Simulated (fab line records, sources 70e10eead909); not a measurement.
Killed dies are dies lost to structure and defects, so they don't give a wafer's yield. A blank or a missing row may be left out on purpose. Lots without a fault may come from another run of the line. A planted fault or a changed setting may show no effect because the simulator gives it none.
Chamber matching | flow nand_harc | NHARC_A_STAIRCASE_TRIM_229 on rie_diel-07: 4 sister chambers
The step chemistry O2, time 211.2 s. 8 wafers are shown with their chamber, then 10 later ones without.

WAFERS WITH THEIR CHAMBER
wafer  | chamber | drypump_motor_current_A (A) | showerhead_plenum_p_Torr (Torr)
L078.4 | 3       | 6.1                         | 3.72
L079.4 | 1       | 5.7                         | 3.33
L081.2 | 3       | 6.2                         | 3.72
L085.3 | 0       | 6.1                         | 3.26
L085.5 | 1       | 5.7                         | 3.32
L085.6 | 2       | 6.0                         | 3.47
L089.2 | 0       | 6.1                         | 3.81
L089.3 | 2       | 6.0                         | 3.47

WAFERS WITHOUT THEIR CHAMBER
wafer  | drypump_motor_current_A (A) | showerhead_plenum_p_Torr (Torr)
L089.4 | 6.1                         | 3.71
L087.2 | 6.0                         | 3.47
L087.5 | 6.2                         | 3.71
L087.6 | 6.1                         | 3.81
L096.2 | 6.1                         | 3.79
L096.4 | 6.1                         | 3.69
L096.6 | 6.1                         | 3.69
L095.2 | 6.0                         | 3.46
L095.4 | 5.7                         | 3.30
L095.5 | 5.7                         | 3.30

WHICH CHAMBER EACH WENT THROUGH
wafer  | from the rows above          | in truth
L089.4 | can't be placed: 0 or 3      | 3
L087.2 | 2                            | 2
L087.5 | can't be placed: 3 or 0      | 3
L087.6 | can't be placed: 0 or 3 or 2 | 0
L096.2 | can't be placed: 0 or 3 or 2 | 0
L096.4 | can't be placed: 0 or 3      | 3
L096.6 | can't be placed: 0 or 3      | 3
L095.2 | 2                            | 2
L095.4 | 1                            | 1
L095.5 | 1                            | 1
Placed correctly: 4 of 10. Can't be placed from these rows: 6 (the true chamber is among the candidates in 6). Placed wrongly: 0.
How it was worked out, from the rows above alone: a wafer's distance from a chamber is the root of the sum, over the readings, of the square of ((its reading less the chamber's mean) divided by the reading's scatter). The wafer belongs to the nearest chamber; if the next one is less than 2 further off, it can't be placed. A chamber's mean is the mean of its shown wafers. The scatter: the root of (the sum of the squares of (reading less its chamber's mean) over the shown wafers, divided by (wafers less chambers)).
